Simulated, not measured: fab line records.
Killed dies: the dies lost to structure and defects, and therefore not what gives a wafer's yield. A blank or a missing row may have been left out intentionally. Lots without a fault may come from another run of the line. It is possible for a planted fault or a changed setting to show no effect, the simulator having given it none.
The tool behind it: which one?    flow n5-finfet    23 lots, 69 wafers sampled, at 5 steps of a route of 1938

== WHAT THE GAUGES READ, wafer by wafer ==
N5_BEOL_M14_THK_MEAS_50: measures by xrf. Usual: M14_THK typically reads 548 nm, with standard deviation 13.
lot   measured      on             M14_THK (nm)  flag
L074  day 12 10:22  film-metro-02  548 546 535   
L076  day 12 10:23  film-metro-01  540 527 527   
L075  day 12 10:51  film-metro-01  535 526 536   
L078  day 13 08:02  film-metro-02  572 538 538   
L077  day 13 13:34  film-metro-01  531 537 563   
L079  day 14 05:19  film-metro-02  541 530 572   
L080  day 14 11:39  film-metro-02  531 554 547   
L081  day 14 11:59  film-metro-02  535 557 552   
L082  day 15 01:23  film-metro-01  532 541 537   
L083  day 15 23:04  film-metro-01  530 526 566   
L084  day 16 16:14  film-metro-02  547 563 544   
L085  day 16 16:18  film-metro-02  577 538 559   
L088  day 16 17:03  film-metro-01  554 551 552   
L086  day 17 00:08  film-metro-02  560 552 563   
L087  day 17 05:58  film-metro-01  542 556 534   
L089  day 17 07:22  film-metro-01  537 538 546   
L092  day 17 11:50  film-metro-01  545 547 540   
L090  day 17 12:17  film-metro-01  534 541 552   
L091  day 17 22:10  film-metro-02  565 548 552   
L094  day 17 22:01  film-metro-02  569 555 573   
L093  day 18 02:26  film-metro-02  545 547 550   
L096  day 18 20:45  film-metro-02  541 567 558   
L095  day 18 21:02  film-metro-01  540 558 560   

== TOOL THAT RAN EACH LOT (tool first, then ch and the chambers of the sampled wafers, then the start) ==
lot   N5_BEOL_M13_ETCH_38                 N5_BEOL_M13_DEGAS_41          N5_BEOL_M13_DEP_53               N5_BEOL_M14_TRENCH_ETCH_34
L074  rie-diel-02 ch 1,2, day 12 03:23    pvd-sputter-03, day 12 03:50  pecvd-02 ch 0,1,2, day 12 05:01  rie-diel-06 ch 0,1,3, day 12 07:10
L076  rie-diel-03 ch 1,2,3, day 12 03:50  pvd-sputter-03, day 12 04:09  pecvd-02 ch 0,2, day 12 05:20    rie-diel-04 ch 2,3, day 12 07:29
L075  rie-diel-05 ch 0,2, day 12 04:03    pvd-sputter-03, day 12 04:28  pecvd-03 ch 0,1,2, day 12 05:39  rie-diel-01 ch 0,1,2, day 12 07:55
L078  rie-diel-03 ch 0,2,3, day 13 00:20  pvd-sputter-02, day 13 00:44  pecvd-02 ch 1,2, day 13 01:55    rie-diel-01 ch 0,1,3, day 13 04:08
L077  rie-diel-05 ch 0,3, day 13 05:58    pvd-sputter-01, day 13 06:22  pecvd-02 ch 0,2, day 13 07:32    rie-diel-01 ch 0,3, day 13 09:41
L079  rie-diel-03 ch 1,2,3, day 13 21:30  pvd-sputter-01, day 13 22:11  pecvd-01 ch 0,1,2, day 13 23:22  rie-diel-01 ch 0,2,3, day 14 01:31
L080  rie-diel-05 ch 0,1,2, day 14 04:44  pvd-sputter-03, day 14 05:27  pecvd-03 ch 0,1, day 14 06:37    rie-diel-04 ch 0,1,2, day 14 08:57
L081  rie-diel-05 ch 0,1,3, day 14 05:22  pvd-sputter-03, day 14 05:55  pecvd-03 ch 0,1,2, day 14 07:33  rie-diel-04 ch 0,1,2, day 14 09:46
L082  rie-diel-02 ch 0,3, day 14 14:06    pvd-sputter-03, day 14 14:44  pecvd-01 ch 1,2, day 14 17:19    rie-diel-01 ch 0,2, day 14 19:28
L083  rie-diel-02 ch 1,2,3, day 15 13:59  pvd-sputter-03, day 15 14:25  pecvd-03 ch 0,2, day 15 16:25    rie-diel-01 ch 0,2,3, day 15 18:37
L084  rie-diel-02 ch 1,2, day 16 07:47    pvd-sputter-03, day 16 08:22  pecvd-03 ch 0,1, day 16 09:37    rie-diel-01 ch 0,1, day 16 11:40
L085  rie-diel-05 ch 1,2,3, day 16 08:06  pvd-sputter-02, day 16 08:30  pecvd-03 ch 0,1, day 16 10:13    rie-diel-01 ch 1,2,3, day 16 12:22
L088  rie-diel-02 ch 2,3, day 16 08:13    pvd-sputter-01, day 16 08:51  pecvd-01 ch 1,2, day 16 10:46    rie-diel-04 ch 0,2,3, day 16 12:54
L086  rie-diel-02 ch 1,2,3, day 16 15:31  pvd-sputter-01, day 16 18:03  pecvd-02 ch 0,1,2, day 16 19:15  rie-diel-04 ch 0,2, day 16 21:24
L087  rie-diel-03 ch 1,3, day 16 22:49    pvd-sputter-03, day 16 23:32  pecvd-03 ch 0,2, day 17 00:43    rie-diel-06 ch 0,2, day 17 03:11
L089  rie-diel-02 ch 0,1, day 17 01:11    pvd-sputter-03, day 17 01:34  pecvd-02 ch 0, day 17 03:00      rie-diel-04 ch 1,2,3, day 17 05:28
L092  rie-diel-02 ch 0,1,2, day 17 01:59  pvd-sputter-01, day 17 04:13  pecvd-01 ch 0,1,2, day 17 05:23  rie-diel-04 ch 1,2, day 17 07:38
L090  rie-diel-02 ch 0,1,2, day 17 06:20  pvd-sputter-02, day 17 06:29  pecvd-03 ch 0,1,2, day 17 07:40  rie-diel-06 ch 1,2,3, day 17 09:48
L091  rie-diel-03 ch 1,2,3, day 17 11:29  pvd-sputter-03, day 17 13:22  pecvd-01 ch 0,1,2, day 17 14:32  rie-diel-06 ch 0,1,3, day 17 16:42
L094  rie-diel-05 ch 0,1,2, day 17 15:23  pvd-sputter-02, day 17 15:47  pecvd-03 ch 0,1,2, day 17 17:23  rie-diel-06 ch 1,2,3, day 17 19:32
L093  rie-diel-02 ch 0,1, day 17 15:38    pvd-sputter-02, day 17 16:19  pecvd-03 ch 0,1, day 17 17:39    rie-diel-04 ch 0,2, day 17 19:58
L096  rie-diel-03 ch 0,2,3, day 18 08:58  pvd-sputter-02, day 18 09:36  pecvd-02 ch 1,2, day 18 10:47    rie-diel-01 ch 0,1,3, day 18 13:22
L095  rie-diel-05 ch 1,2,3, day 18 10:07  pvd-sputter-01, day 18 10:49  pecvd-03 ch 0,2, day 18 12:30    rie-diel-06 ch 1,2, day 18 14:47
- N5_BEOL_M13_ETCH_38: etches SiCN in CF4/N2, target depth 67.5 nm, time 71.9 s.
- N5_BEOL_M13_DEGAS_41: time 60 s.
- N5_BEOL_M13_DEP_53: deposits SiCN from 3MS/NH3, target thk 50 nm, time 17.8 s.
- N5_BEOL_M14_TRENCH_ETCH_34: etches SiO2 in C4F8/O2/Ar, target depth 556.65 nm, time 126.9 s.

== AS READ BY THE TOOLS THEMSELVES (means over the sampled wafers that have a number; for cases with no such wafer, the mark the record gives instead) ==
N5_BEOL_M13_ETCH_38. Usual: drypump-motor-current-A 5.6 A, standard deviation 0.5; oes-product-au 0.81 a.u., standard deviation 0.11; rf-vpp-V 382.5 V, standard deviation 2.1; showerhead-plenum-p-Torr 2.22 Torr, standard deviation 0.075; throttle-valve-pct 15.28 %, standard deviation 0.28.
lot   tool         drypump-motor-current-A (A)  oes-product-au (a.u.)  rf-vpp-V (V)  showerhead-plenum-p-Torr (Torr)  throttle-valve-pct (%)  flag
L074  rie-diel-02  5.9                          0.71                   383.8         2.22                             15.42                   
L076  rie-diel-03  5.7                          0.89                   382.7         2.22                             15.04                   
L075  rie-diel-05  5.6                          0.96                   384.3         2.29                             15.18                   
L078  rie-diel-03  5.3                          0.80                   383.8         2.25                             15.26                   
L077  rie-diel-05  5.4                          0.92                   381.9         2.18                             15.21                   
L079  rie-diel-03  5.7                          0.86                   382.7         2.21                             15.08                   
L080  rie-diel-05  5.5                          0.89                   383.1         2.27                             15.25                   
L081  rie-diel-05  5.3                          0.89                   383.4         2.24                             15.21                   
L082  rie-diel-02  5.3                          0.86                   382.1         2.21                             15.10                   
L083  rie-diel-02  6.0                          0.69                   381.6         2.16                             15.56                   
L084  rie-diel-02  5.9                          0.69                   382.9         2.21                             15.48                   
L085  rie-diel-05  5.3                          0.88                   384.7         2.30                             15.19                   
L088  rie-diel-02  5.9                          0.68                   380.6         2.14                             15.57                   
L086  rie-diel-02  6.0                          0.68                   380.0         2.15                             15.58                   
L087  rie-diel-03  5.6                          0.79                   381.3         2.20                             15.23                   
L089  rie-diel-02  5.5                          0.85                   381.6         2.20                             15.14                   
L092  rie-diel-02  5.7                          0.76                   383.1         2.20                             15.31                   
L090  rie-diel-02  5.7                          0.76                   382.1         2.20                             15.32                   
L091  rie-diel-03  5.8                          0.82                   381.5         2.20                             15.13                   
L094  rie-diel-05  5.5                          0.85                   383.6         2.26                             15.29                   
L093  rie-diel-02  5.9                          0.77                   381.1         2.16                             15.44                   
L096  rie-diel-03  5.3                          0.86                   383.4         2.23                             15.16                   
L095  rie-diel-05  5.3                          0.86                   384.4         2.29                             15.21                   

N5_BEOL_M13_DEGAS_41. Usual: heater-power-w 337 W, standard deviation 34; susceptor-temp-C 249.98 C, standard deviation 0.16.
lot   tool            heater-power-w (W)  susceptor-temp-C (C)  flag
L074  pvd-sputter-03  315                 249.94                
L076  pvd-sputter-03  345                 249.99                
L075  pvd-sputter-03  325                 249.97                
L078  pvd-sputter-02  366                 249.91                
L077  pvd-sputter-01  322                 250.11                
L079  pvd-sputter-01  341                 249.86                
L080  pvd-sputter-03  315                 249.92                
L081  pvd-sputter-03  353                 250.03                
L082  pvd-sputter-03  373                 249.92                
L083  pvd-sputter-03  324                 249.91                
L084  pvd-sputter-03  343                 249.84                
L085  pvd-sputter-02  324                 250.21                
L088  pvd-sputter-01  338                 249.76                
L086  pvd-sputter-01  314                 249.91                
L087  pvd-sputter-03  350                 250.11                
L089  pvd-sputter-03  348                 249.98                
L092  pvd-sputter-01  342                 249.92                
L090  pvd-sputter-02  337                 249.99                
L091  pvd-sputter-03  348                 250.06                
L094  pvd-sputter-02  357                 249.98                
L093  pvd-sputter-02  337                 249.91                
L096  pvd-sputter-02  354                 250.03                
L095  pvd-sputter-01  321                 249.95                

N5_BEOL_M13_DEP_53. Usual: chamber-pressure-Torr 2.999 Torr, standard deviation 0.0066; showerhead-plenum-p-Torr 4.151 Torr, standard deviation 0.02; throttle-valve-pct 17.8 %, standard deviation 0.8.
lot   tool      chamber-pressure-Torr (Torr)  showerhead-plenum-p-Torr (Torr)  throttle-valve-pct (%)  flag
L074  pecvd-02  2.996                         4.157                            18.0                    
L076  pecvd-02  2.994                         4.176                            18.3                    
L075  pecvd-03  3.001                         4.147                            17.2                    
L078  pecvd-02  3.002                         4.142                            17.2                    
L077  pecvd-02  2.992                         4.164                            18.4                    
L079  pecvd-01  2.996                         4.159                            18.2                    
L080  pecvd-03  2.997                         4.131                            17.5                    
L081  pecvd-03  3.001                         4.142                            17.4                    
L082  pecvd-01  2.992                         4.171                            17.7                    
L083  pecvd-03  3.001                         4.148                            17.5                    
L084  pecvd-03  3.007                         4.136                            17.3                    
L085  pecvd-03  3.002                         4.138                            17.5                    
L088  pecvd-01  3.002                         4.166                            17.8                    
L086  pecvd-02  2.994                         4.154                            18.1                    
L087  pecvd-03  3.001                         4.147                            17.5                    
L089  pecvd-02  3.007                         4.195                            19.3                    
L092  pecvd-01  2.997                         4.149                            17.9                    
L090  pecvd-03  3.002                         4.145                            17.5                    
L091  pecvd-01  2.998                         4.155                            18.1                    
L094  pecvd-03  3.004                         4.140                            17.6                    
L093  pecvd-03  3.007                         4.142                            17.7                    
L096  pecvd-02  2.998                         4.141                            16.7                    
L095  pecvd-03  2.993                         4.148                            17.6                    

N5_BEOL_M14_TRENCH_ETCH_34. Usual: O2_flow_sccm 12.00 sccm, standard deviation 0.034; drypump-motor-current-A 5.7 A, standard deviation 0.37; oes_ar_750_au 0.82 a.u., standard deviation 0.071; oes-product-au 0.82 a.u., standard deviation 0.075; rf-vpp-V 2224 V, standard deviation 46; showerhead-plenum-p-Torr 3.50 Torr, standard deviation 0.08; throttle-valve-pct 30.7 %, standard deviation 0.33.
lot   tool         O2_flow_sccm (sccm)  drypump-motor-current-A (A)  oes_ar_750_au (a.u.)  oes-product-au (a.u.)  rf-vpp-V (V)  showerhead-plenum-p-Torr (Torr)  throttle-valve-pct (%)  flag
L074  rie-diel-06  11.97                5.3                          0.78                  0.78                   2240          3.40                             30.6                    
L076  rie-diel-04  12.02                5.8                          0.75                  0.74                   2268          3.43                             30.8                    
L075  rie-diel-01  11.97                5.7                          0.77                  0.77                   2213          3.58                             30.7                    
L078  rie-diel-01  11.99                5.5                          0.79                  0.79                   2203          3.56                             30.8                    
L077  rie-diel-01  12.03                5.7                          0.83                  0.84                   2204          3.60                             30.6                    
L079  rie-diel-01  11.99                5.7                          0.81                  0.81                   2191          3.56                             30.6                    
L080  rie-diel-04  12.03                6.1                          0.75                  0.75                   2235          3.47                             30.9                    
L081  rie-diel-04  11.98                6.1                          0.75                  0.75                   2235          3.48                             30.9                    
L082  rie-diel-01  12.00                5.9                          0.78                  0.78                   2199          3.59                             30.5                    
L083  rie-diel-01  12.02                5.7                          0.79                  0.79                   2188          3.56                             30.6                    
L084  rie-diel-01  11.98                5.7                          0.84                  0.85                   2224          3.59                             30.7                    
L085  rie-diel-01  12.01                5.5                          0.84                  0.83                   2190          3.52                             30.6                    
L088  rie-diel-04  12.01                5.8                          0.85                  0.86                   2270          3.44                             30.6                    
L086  rie-diel-04  11.99                6.0                          0.88                  0.88                   2243          3.41                             30.7                    
L087  rie-diel-06  11.96                5.3                          0.82                  0.82                   2226          3.46                             30.3                    
L089  rie-diel-04  12.00                5.9                          0.89                  0.89                   2257          3.47                             30.9                    
L092  rie-diel-04  11.97                6.0                          0.92                  0.93                   2231          3.44                             31.0                    
L090  rie-diel-06  12.00                5.3                          0.83                  0.82                   2208          3.52                             30.8                    
L091  rie-diel-06  11.99                5.3                          0.81                  0.81                   2250          3.50                             30.6                    
L094  rie-diel-06  12.00                5.4                          0.82                  0.81                   2208          3.52                             30.7                    
L093  rie-diel-04  12.02                6.0                          0.84                  0.85                   2244          3.43                             30.5                    
L096  rie-diel-01  12.00                5.5                          0.83                  0.83                   2201          3.54                             30.8                    
L095  rie-diel-06  12.02                5.6                          0.81                  0.80                   2175          3.45                             30.8                    

== THE ANSWER, worked out from the rows above alone ==
Rule: lot off if the mean of its wafers having a number is beyond 3 standard deviations from the usual mean. Also off: a lot with no number at a reading for which 4 or more lots have one. Any other lot the step has rows for is counted as sound. The gauges are gone through in route order, then the tools' own readings, and for those a lot's mean is taken as printed above. The first step at which some lot is off is used, and at that step the reading that is off furthest; a lot without a number counts as furthest.
Across all readings shown, no lot is off: no conclusion can be drawn from this.

== WHAT THE SIMULATOR HAD INSERTED ==
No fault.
